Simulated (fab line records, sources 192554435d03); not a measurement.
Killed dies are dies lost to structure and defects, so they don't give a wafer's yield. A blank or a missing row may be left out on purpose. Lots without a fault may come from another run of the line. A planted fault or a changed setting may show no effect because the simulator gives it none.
A struck lot beside a sound one | flow n5_finfet | 34 steps out of a route of 1938
Sound: wafers L522.2, L522.3, L522.6. Struck: wafer L525.5. (L525.2, L525.3 of the same lot were not struck and are left out.) The cause comes at the end.
At each step with rows: each side's tool, then ch and its chambers, then its first start. Under that, the readings that differ: sound wafers | struck wafers | difference of the means | sigmas: that difference in standard deviations of wafers without a fault.
alike: readings whose means differ by less than 2 such deviations, and words and numbers that are the same on both sides. not compared: withheld readings, readings that some wafer has no value for, bounds like >300 that may hide the same value, and numbers for which the record gives no deviation and whose values overlap.
The two part at a step that has a row with sigmas, a row that says differs or no value, or rows on one side only. Numbers that don't overlap but have no deviation are shown without sigmas and don't part them. A reading that every wafer of one side lacks parts them only if that side has two wafers or more.

first, 9 steps without rows for these wafers: N5_SD_EPI_P_DEVELOP_08 (develop time 30 s); N5_SD_EPI_P_DESCUM_14 (chemistry O2, time 7.9 s); N5_SD_EPI_P_ETCH_36 (etches SiARC in CF4, target depth 45.5 nm, time 75.8 s); N5_SD_EPI_P_ETCH_37 (etches SOC in N2/H2, overetch 108 nm, time 486 s); N5_SD_EPI_P_STRIP_38 (strips in N2/H2); N5_SD_EPI_P_ETCHBACK_46 (etches SiNx in CH3F/O2, stops on SiO2, target depth 17.5 nm); N5_SD_EPI_P_ETCH_47 (etches SiOCN in CH3F/O2, target depth 25 nm); N5_SD_EPI_P_ETCH_16 (etches SiO2 in CHF3/O2, target depth 5 nm); N5_SD_EPI_P_STRIP_50 (strips in CHF3/O2).
N5_SD_EPI_P_SD_RECESS_17: chemistry HBr/Cl2/O2, target depth 39.1 nm, bt time 3 s.
  sound on rie_si-06 ch 1,3, day 3 19:51; struck on rie_si-06 ch 2, day 4 17:31
  reading                              | sound             | struck | difference | sigmas
  oes_product_au (a.u.)                | 0.988 0.998 0.990 | 1.074  | +0.082     | +7
  throttle_valve_pct (%)               | 37.3 37.7 37.7    | 36.5   | -1.1       | -3
  model.SD_EPI_P.feature_depth_nm (nm) | 39.6 39.4 39.2    | 51.6   | +12.2      |
  model.etch.depth_nm (nm)             | 39.57 39.37 39.12 | 51.64  | +12.29     |
  alike: bias_w, drypump_motor_current_A, rf_fwd_power_W
  not compared: rf_hours_counter_h
then, 22 steps without rows for these wafers: N5_SD_EPI_P_WET_ETCH_45 (etches SiO2 in dHF, time 10.7 s, target depth 2 nm, rinse time 30 s); N5_SD_EPI_P_STRIP_40 (strips in N2/H2); N5_SD_EPI_P_PRECLEAN_52 (cleans in O3/DIW, time 60 s); N5_SD_EPI_P_SRD_20 (time 30 s); N5_SD_EPI_P_PRECLEAN_51 (cleans in NF3:NH3, afs cycles 1, time 20 s, sublimation time 60 s); N5_SD_EPI_P_VAPOR_ETCH_44 (etches SiGe30 in NF3/Ar, time 3.3 s); N5_SD_EPI_P_EPI_21 (deposits SiGe:B, time 355 s); N5_SD_EPI_P_HM_STRIP_48 (strips SiNx in H3PO4, material SiNx, target depth 3 nm); N5_SD_EPI_P_SRD_49 (time 30 s); N5_SD_EPI_P_PRECLEAN_24 (cleans in O3/DIW, time 45 s); N5_SD_EPI_P_PRECLEAN_32 (cleans in dHF, time 10 s); N5_SD_EPI_P_PRECLEAN_33 (cleans in SC2, time 45 s); N5_SD_EPI_P_SRD_25 (time 30 s); N5_SD_ACTIVATION_RTA_00 (time 0 s); N5_SD_ACTIVATION_LSA_01 (time 0.0008 s); N5_ILD0_LINER_00 (material SiNx, target thk 4 nm, pulse time 1 s, purge time 2 s); N5_ILD0_FCVD_FILL_01 (material SiO2 flowable, target thk 200 nm, time 328.3 s); N5_ILD0_CURE_02 (time 1800 s); N5_ILD0_CMP_03 (polishes, stops on SiNx, t overpolish 1.9 s, target thk 197.38 nm); N5_ILD0_CMP_07 (polishes SiO2 flowable, stops on poly-Si, t overpolish 1.18 s, target thk 138.88 nm); N5_ILD0_PRECLEAN_10 (cleans in NF3:NH3, afs cycles 5, time 20 s, sublimation time 60 s); N5_ILD0_ALD_15 (deposits SiNx, target thk 24 nm, pulse time 1 s, ald cycles 480).
-- the record jumps here: 7 days lie between the struck wafers' starts before and after (it left off in module ILD0 and takes up again in module BEOL_M4, whose first step shown is number 1111 of the route) --
N5_BEOL_M4_RC_MEAS_101:
  sound on prober-02 ch 0, day 10 08:08; struck on prober-02 ch 0, day 11 08:13
  reading            | sound             | struck | difference | sigmas
  CJ_P               | 5.70 5.67 5.74    | 5.28   | -0.42      | -3
  DIBL_N (mV/V)      | 36.6 36.6 37.6    | 31.0   | -5.9       | -3
  DIBL_P (mV/V)      | 36.3 35.7 37.1    | 64.1   | +27.7      | +14
  IOFF_N (nA/um)     | 0.150 0.155 0.176 | 0.091  | -0.069     | -3
  IOFF_P (nA/um)     | 0.207 0.195 0.219 | 3.496  | +3.289     | +99 or more
  IOFF_P_85C (nA/um) | 3.6 3.3 3.7       | 39.3   | +35.8      | +85
  IOFF_P_LIN (nA/um) | 0.096 0.092 0.100 | 0.199  | +0.103     | +9
  ION_P (uA/um)      | 454 455 456       | 484    | +29        | +4
  REXT_P (ohm.um)    | 103.6 102.8 101.6 | 95.7   | -7.0       | -4
  SS_P (mV/dec)      | 72.7 73.1 73.2    | 102.1  | +29.1      | +45
  VT_N (mV)          | 251 248 247       | 257    | +8         | +3
  VT_P_LVT (mV)      | -99.8 -99.2 -98.2 | -92.9  | +6.2       | +3
  alike: ION_N, SS_N, VT_P
-- the record jumps here: 4 days lie between the struck wafers' starts before and after (it left off in module BEOL_M4 and takes up again in module PASSIVATION, whose first step shown is number 1936 of the route) --
N5_PASSIVATION_PROBE_49:
  the record has rows for the struck wafers here (prober-02, day 15 18:49) and none for the sound ones

WHERE THEY PART
First at N5_SD_EPI_P_SD_RECESS_17; last, within this record, at N5_PASSIVATION_PROBE_49.

WHY: what the simulator had put in
Process parameter drift: rie_si-06, from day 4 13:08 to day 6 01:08, at N5_SD_EPI_P_SD_RECESS_17. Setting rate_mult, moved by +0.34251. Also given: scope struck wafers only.
